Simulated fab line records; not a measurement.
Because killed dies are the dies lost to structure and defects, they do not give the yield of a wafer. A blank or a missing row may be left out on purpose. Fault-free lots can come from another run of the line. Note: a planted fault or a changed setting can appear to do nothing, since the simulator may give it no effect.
Struck lot and sound lot, side by side || flow n5Finfet || 15 steps out of a route of 1938
Sound: the wafers L371.3, L371.4, L371.6. The struck wafers were L385.4, L385.5, L385.6. At the end, the cause is stated.
For every step that has rows: the tool of each side, followed by ch and its chambers, followed by its first start. Under that, the readings that differ: sound wafers || struck wafers || difference of the means || sigmas: that difference in standard deviations of wafers without a fault.
alike: readings whose means differ by less than 2 such deviations, and words and numbers that are the same on both sides. not compared: withheld readings, readings that some wafer has no value for, bounds like >300 that may hide the same value, and numbers for which the record gives no deviation and whose values overlap.
A row with sigmas, a row that says differs or no value, or rows on one side alone: a step with any of these is where the two part. Non-overlapping numbers with no deviation appear without sigmas and do not part them. A reading that every wafer of one side lacks parts them only if that side has two wafers or more.

first, 2 steps without rows for these wafers: N5_MOL_CONTACT_COAG_DESCUM_88 (chemistry O2, time 7 s); N5_MOL_CONTACT_COAG_ETCH_89 (etches underlayer in N2/H2, target depth 13 nm, time 10.4 s).
N5_MOL_CONTACT_COAG_ETCH_90: etches SiARC in CF4, target depth 13 nm, time 21.7 s.
  sound on rieDiel-04 ch 0,2,3, day 5 17:36; struck on rieDiel-06 ch 0,1, day 9 03:04
  alike: chamberPressureMTorr, drypumpMotorCurrentA, etchRfOnTimeS, oesProductAu, rfFwdPowerW, rfVppV, showerheadPlenumPTorr, throttleValvePct
  not compared: rfHoursCounterH
then, 1 step without rows for these wafers: N5_MOL_CONTACT_COAG_ALD_131 (deposits SiO2, target thk 5 nm, pulse time 1 s, co reactant pulse time 1 s).
N5_MOL_CONTACT_COAG_ETCHBACK_132: etches SiO2 in CHF3, target depth 10 nm, time 6.7 s.
  sound on rieDiel-04 ch 1,2, day 5 17:52; struck on rieDiel-04 ch 0,1, day 9 03:22
  alike: chamberPressureMTorr, drypumpMotorCurrentA, oesProductAu, rfVppV, showerheadPlenumPTorr, throttleValvePct
  not compared: rfHoursCounterH
N5_MOL_CONTACT_COAG_ETCH_91: etches SOC in N2/H2, target depth 60 nm, overetch 21 nm, time 101.2 s.
  sound on rieDiel-04 ch 1,2, day 5 17:53; struck on rieDiel-04 ch 0,1, day 9 03:24
  alike: chamberPressureMTorr, drypumpMotorCurrentA, oesProductAu, rfFwdPowerW, rfVppV, showerheadPlenumPTorr, throttleValvePct
  not compared: rfHoursCounterH
then, 4 steps without rows for these wafers: N5_MOL_CONTACT_COAG_STRIP_92 (strips in N2/H2); N5_MOL_CONTACT_COAG_STRIP_93 (strips in N2/H2); N5_MOL_CONTACT_COAG_ETCHBACK_135 (etches SiO2 in CHF3, target depth 25 nm, time 16.7 s); N5_MOL_CONTACT_COAG_STRIP_118 (strips in CHF3).
N5_MOL_CONTACT_COAG_VIA_ETCH_46: etches SiO2 in C4F6/O2, target depth 46 nm, overetch 9.2 nm, time 40 s.
  sound on rieDiel-04 ch 1,2, day 5 18:01; struck on rieDiel-04 ch 0,1, day 9 03:32
  alike: chamberPressureMTorr, drypumpMotorCurrentA, oes_f_703_au, oesProductAu, rfFwdPowerW, rfVppV, showerheadPlenumPTorr, throttleValvePct
  not compared: rfHoursCounterH
then, 1 step without rows for these wafers: N5_MOL_CONTACT_COAG_STRIP_96 (strips in N2/H2).
N5_MOL_CONTACT_COAG_ETCH_47: etches SiNx in CH3F/O2, stops on W, target depth 27 nm.
  sound on rieDiel-04 ch 1,2, day 5 18:07; struck on rieDiel-04 ch 0,1, day 9 03:38
{"reading": "etchRfOnTimeS (s)", "sound": "31.5 30.6 30.2", "struck": "28.0 29.1 27.7", "difference": -2.5, "sigmas": -4}
{"reading": "oes_f_703_au (a.u.)", "sound": "0.75 0.91 0.92", "struck": "1.16 0.97 1.16", "difference": "+0.24", "sigmas": "+3"}
{"reading": "rfFwdPowerW (W)", "sound": "386.5 385.0 386.8", "struck": "480.2 480.5 479.5", "difference": "+94.0", "sigmas": "+47"}
{"reading": "rfVppV (V)", "sound": "290 292 291", "struck": "263 266 265", "difference": -26, "sigmas": -5}
{"reading": "model.etch.tClearS (s)", "sound": "26.22 25.45 25.2", "struck": "23.3 24.22 23.04", "difference": -2.1, "sigmas": ""}
{"reading": "model.etch.overEtchS (s)", "sound": "5.244 5.089 5.039", "struck": "4.66 4.843 4.609", "difference": -0.42, "sigmas": ""}
  alike: chamberPressureMTorr, drypumpMotorCurrentA, oesProductAu, showerheadPlenumPTorr, throttleValvePct
  not compared: rfHoursCounterH
N5_MOL_CONTACT_COAG_STRIP_119: strips in N2/H2, time 30 s.
  sound on plasmaAsher-02 ch 0,1, day 5 18:13; struck on plasmaAsher-01 ch 0,1, day 9 03:44
  alike: drypumpMotorCurrentA, heaterPowerW
  not compared: rfHoursCounterH
then, 1 step without rows for these wafers: N5_PASSIVATION_PROBE_49.

== WHERE THEY PART ==
N5_MOL_CONTACT_COAG_ETCH_47 only, going by this record. Later steps at which nothing parts them and some readings are alike: N5_MOL_CONTACT_COAG_STRIP_119.

WHY: whatever the simulator had introduced
Process parameter drift: rieDiel-04, from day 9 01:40 on, at N5_MOL_CONTACT_COAG_ETCH_47. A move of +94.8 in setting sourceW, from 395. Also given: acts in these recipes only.
